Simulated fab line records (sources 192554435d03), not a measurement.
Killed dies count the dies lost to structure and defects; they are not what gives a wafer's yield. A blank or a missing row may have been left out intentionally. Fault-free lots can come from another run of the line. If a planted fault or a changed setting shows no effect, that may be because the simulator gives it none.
A struck lot beside a sound one -- flow n5 finfet -- 25 steps out of a route of 1938
Sound: these wafers, L894.1, L894.2, L894.3. Struck: wafer L893.3 (left out: L893.5, L893.6 of the same lot, which were not struck); the cause appears at the end.
Each step with rows lists, per side, the tool, then ch with its chambers, then its first start. Under that, the readings that differ: sound wafers -- struck wafers -- difference of the means -- sigmas: that difference in standard deviations of wafers without a fault.
alike: a reading whose means differ by less than 2 such deviations, as well as words and numbers matching on both sides. not compared: withheld readings; readings where some wafer has no value; bounds like >300 that might hide an equal value; numbers whose values overlap and for which the record gives no deviation.
The two part at a step that has a row with sigmas, a row that says differs or no value, or rows on one side only. Non-overlapping numbers with no deviation appear without sigmas and do not part them. A reading missing from all wafers of one side parts the sides only when that side holds two or more wafers.

first, 9 steps without rows for these wafers: N5_SDB_CMP_30 (polishes, stops on poly-Si, t overpolish 1.54 s, target thk 30 nm); N5_DUMMY_REMOVAL_HM_STRIP_01 (strips SiNx in CH3F/O2, stops on poly-Si, target depth 4 nm, time 6.8 s); N5_DUMMY_REMOVAL_STRIP_10 (strips in N2/H2, time 40 s); N5_DUMMY_REMOVAL_PRECLEAN_07 (cleans in dHF, time 30 s); N5_DUMMY_REMOVAL_DUMMY_REMOVE_02 (chemistry TMAH, target poly-Si, stops on SiO2, target depth 142 nm, time 57 s, rinse time 30 s); N5_DUMMY_REMOVAL_PRECLEAN_08 (cleans in NF3:NH3, afs cycles 2, time 20 s, sublimation time 60 s); N5_DUMMY_REMOVAL_PRECLEAN_04 (cleans in DHF, time 37 s); N5_DUMMY_REMOVAL_SRD_05 (time 30 s); N5_HKMG_FIN_IL_REGROW_00 (material SiO2, chemistry O3, target thk 0.75 nm, time 30 s).
N5_HKMG_FIN_HK_ALD_01: deposits HfO2, target thk 1.6 nm, pulse time 3 s, purge time 3 s.
  sound on ald hk-01 ch 0,2,3, day 9 16:30; struck on ald hk-02 ch 3, day 9 07:46
  alike: precursor pulse height rel
then, 11 steps without rows for these wafers: N5_HKMG_FIN_HK_ANNEAL_02 (time 30 s); N5_HKMG_FIN_ALD_74 (deposits La2O3, target thk 0.5 nm, pulse time 6 s, co reactant pulse time 1 s); N5_HKMG_FIN_ALD_75 (deposits Al2O3, target thk 1 nm, co reactant pulse time 1 s); N5_HKMG_FIN_COAT_41 (time 60 s, resist thk 300 nm); N5_HKMG_FIN_COAT_42 (time 60 s, resist thk 35 nm); N5_HKMG_FIN_COAT_43 (resist thk 90 nm); N5_HKMG_FIN_EBR_45; N5_HKMG_FIN_SOFTBAKE_44 (time 60 s); N5_HKMG_FIN_EXPOSE_46 (exposes mask NDIPOLE); N5_HKMG_FIN_PEB_47 (peb time 60 s); N5_HKMG_FIN_DEVELOP_48 (develop time 30 s).
N5_HKMG_FIN_INSPECT_61: inspects for defects (macro).
  struck on defect inspect-02, day 9 08:46; sound on defect inspect-02, day 9 17:40
reading,sound,struck,difference,sigmas
raw defect count,4 2 3,>300,differs,
then, 1 step without rows for these wafers: N5_HKMG_FIN_DESCUM_53 (chemistry O2, time 7.9 s).
-- the record jumps here: 4 days lie between the struck wafers' starts before and after (it left off in module HKMG_FIN and takes up again in module BEOL_M4, whose first step shown is number 1111 of the route) --
N5_BEOL_M4_RC_MEAS_101:
  sound on prober-01 ch 0, day 13 23:52; struck on prober-02 ch 0, day 13 07:31
reading,sound,struck,difference,sigmas
IOFF_N (nA/um),0.16 0.19 0.15,0.26,+0.09,+3
IOFF_P (nA/um),0.23 0.25 0.22,0.32,+0.09,+2
ION_N (uA/um),664 687 659,698,+28,+2
SS_P (mV/dec),73.7 73.6 73.3,75.6,+2.1,+3
VT_N (mV),253 248 252,244,-7,-2
  alike: DIBL_N, DIBL_P, ION_P, SS_N, VT_P
-- a jump in the record: the struck wafers' starts before and after are 4 days apart (it breaks off in module BEOL_M4 and resumes in module PASSIVATION, where the first step shown is number 1936 of the route) --
N5_PASSIVATION_PROBE_49:
  struck on prober-02, day 17 11:53; sound on prober-02, day 18 14:28
reading,sound,struck,difference,sigmas
defect limited yield (%),94.8 94.3 93.0,82.9,-11.1,-7
killed at front end,31 20 19,131,+108,+11
killed at other,1 2 6,10,+7,+2
killed dies,61 67 83,202,+132,+8
killed on rim,9 11 11,29,+19,+5
killed short,24 24 18,42,+20,+2
sort_bin_5_function (%),2.5 3.2 4.1,11.2,+7.9,+9
sort_bin_8_speed (%),0 0 0,0.08,+0.08,+4
sort n pass,1119 1113 1097,978,-132,-8
sort yield pct (%),94.8 94.3 93.0,82.9,-11.1,-8
  alike: killed_at_M0_to_M3, killed_at_M4_up, killed at contacts, killed open, sort_bin_6_memory

WHERE THEY PART
First at N5_HKMG_FIN_INSPECT_61; last, within this record, at N5_PASSIVATION_PROBE_49.

WHY: what had been put in by the simulator
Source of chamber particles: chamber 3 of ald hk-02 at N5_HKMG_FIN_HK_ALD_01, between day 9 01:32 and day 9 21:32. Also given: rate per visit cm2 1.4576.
